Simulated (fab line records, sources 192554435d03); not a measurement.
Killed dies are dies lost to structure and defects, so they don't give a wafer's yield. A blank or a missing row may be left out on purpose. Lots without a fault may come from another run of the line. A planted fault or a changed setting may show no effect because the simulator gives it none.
Tool commonality check | flow n5_finfet | 10 lots, 30 wafers sampled

WHY IT WAS OPENED
At N5_BEOL_M4_RC_MEAS_101 the reading REXT_P is flagged on 2 of 10 lots. Wafers without a fault read 100.5 ohm.um, standard deviation 2.1.
Rule: a lot is flagged when every wafer of it that has a number lies more than 4 standard deviations from that mean, or none has a number. The other lots count as sound.

lot  | measured     | on        | REXT_P (ohm.um), wafer by wafer | flag
L471 | day 9 11:10  | prober-01 | 97.8 98.0 98.1                  |
L474 | day 9 21:14  | prober-02 | 100.9 101.5 101.9               |
L473 | day 10 02:23 | prober-02 | 99.8 99.2 99.6                  |
L476 | day 10 06:55 | prober-02 | 98.4 100.4 99.6                 |
L478 | day 10 21:10 | prober-01 | 98.0 97.9 96.2                  |
L479 | day 10 22:46 | prober-01 | 101.7 100.3 101.4               |
L480 | day 11 09:17 | prober-02 | 126.0 124.4 126.6               | FLAGGED
L481 | day 11 17:17 | prober-02 | 126.6 125.1 124.6               | FLAGGED
L493 | day 14 07:49 | prober-02 | 103.2 105.0 102.8               |
L494 | day 14 16:10 | prober-01 | 102.0 99.8 100.9                |
The numbers of the flagged lots are 125.5 ohm.um on average: +25.0 ohm.um against the usual, or +12 standard deviations.

WHICH TOOL RAN EACH LOT
The record holds 3 process steps before the reading, out of a route of 1938 steps. In each cell: the tool, then ch and the chambers that the sampled wafers went through, then the start.
lot  | flag    | N5_SD_EPI_P_VAPOR_ETCH_44      | N5_BEOL_M4_SPUTTER_92        | N5_BEOL_M4_ANNEAL_93
L471 |         | epi_rpcvd-03 ch 0, day 3 11:09 | pvd_sputter-02, day 9 09:20  | pvd_sputter-02, day 9 09:25
L474 |         | epi_rpcvd-04 ch 0, day 4 02:38 | pvd_sputter-02, day 9 19:31  | pvd_sputter-02, day 9 19:36
L473 |         | epi_rpcvd-03 ch 0, day 3 22:50 | pvd_sputter-03, day 10 00:39 | pvd_sputter-03, day 10 00:44
L476 |         | epi_rpcvd-03 ch 0, day 4 11:35 | pvd_sputter-01, day 10 05:21 | pvd_sputter-01, day 10 05:26
L478 |         | epi_rpcvd-03 ch 0, day 5 01:11 | pvd_sputter-03, day 10 19:11 | pvd_sputter-03, day 10 19:16
L479 |         | epi_rpcvd-03 ch 0, day 5 07:30 | pvd_sputter-01, day 10 20:55 | pvd_sputter-01, day 10 21:00
L480 | FLAGGED | epi_rpcvd-03 ch 0, day 5 13:18 | pvd_sputter-01, day 11 07:35 | pvd_sputter-01, day 11 07:40
L481 | FLAGGED | epi_rpcvd-03 ch 0, day 5 18:43 | pvd_sputter-03, day 11 15:41 | pvd_sputter-03, day 11 15:46
L493 |         | epi_rpcvd-03 ch 0, day 8 20:04 | pvd_sputter-01, day 14 05:10 | pvd_sputter-01, day 14 05:14
L494 |         | epi_rpcvd-02 ch 0, day 9 01:04 | pvd_sputter-02, day 14 14:19 | pvd_sputter-02, day 14 14:23
What these steps do:
- N5_SD_EPI_P_VAPOR_ETCH_44: etches SiGe30 in NF3/Ar, time 3.3 s.
- N5_BEOL_M4_SPUTTER_92: material Cu, target thk 4.5 nm, time 8.29 s.
- N5_BEOL_M4_ANNEAL_93: time 240 s.
- N5_BEOL_M4_RC_MEAS_101

FLAGGED OVER TOTAL, TOOL BY TOOL (the gauges that took the reading come last)
step                      | tool           | lots run | flagged | share of the flagged lots | sound lots run after its first flagged lot
N5_SD_EPI_P_VAPOR_ETCH_44 | epi_rpcvd-02   | 1        | 0       | none                      | -
N5_SD_EPI_P_VAPOR_ETCH_44 | epi_rpcvd-03   | 8        | 2       | all                       | 1 (L493)
N5_SD_EPI_P_VAPOR_ETCH_44 | epi_rpcvd-04   | 1        | 0       | none                      | -
N5_BEOL_M4_SPUTTER_92     | pvd_sputter-01 | 4        | 1       | some                      | 1 (L493)
N5_BEOL_M4_SPUTTER_92     | pvd_sputter-02 | 3        | 0       | none                      | -
N5_BEOL_M4_SPUTTER_92     | pvd_sputter-03 | 3        | 1       | some                      | 0
N5_BEOL_M4_ANNEAL_93      | pvd_sputter-01 | 4        | 1       | some                      | 1 (L493)
N5_BEOL_M4_ANNEAL_93      | pvd_sputter-02 | 3        | 0       | none                      | -
N5_BEOL_M4_ANNEAL_93      | pvd_sputter-03 | 3        | 1       | some                      | 0
N5_BEOL_M4_RC_MEAS_101    | prober-01      | 4        | 0       | none                      | -
N5_BEOL_M4_RC_MEAS_101    | prober-02      | 6        | 2       | all                       | 1 (L493)

WHAT THE TABLE ALLOWS
2 rows of the table ran every flagged lot: epi_rpcvd-03 at N5_SD_EPI_P_VAPOR_ETCH_44, prober-02 at N5_BEOL_M4_RC_MEAS_101.
- epi_rpcvd-03 at N5_SD_EPI_P_VAPOR_ETCH_44: 2 of its 8 lots flagged. Sound lots ran on it after the first flagged one (L493), which a lasting fault on the whole tool wouldn't allow.
- prober-02 at N5_BEOL_M4_RC_MEAS_101: 2 of its 6 lots flagged. Sound lots ran on it after the first flagged one (L493), which a lasting fault on the whole tool wouldn't allow.
No row of the table ran every flagged lot and no sound lot after the first.

WHAT THE SIMULATOR HAD PUT IN
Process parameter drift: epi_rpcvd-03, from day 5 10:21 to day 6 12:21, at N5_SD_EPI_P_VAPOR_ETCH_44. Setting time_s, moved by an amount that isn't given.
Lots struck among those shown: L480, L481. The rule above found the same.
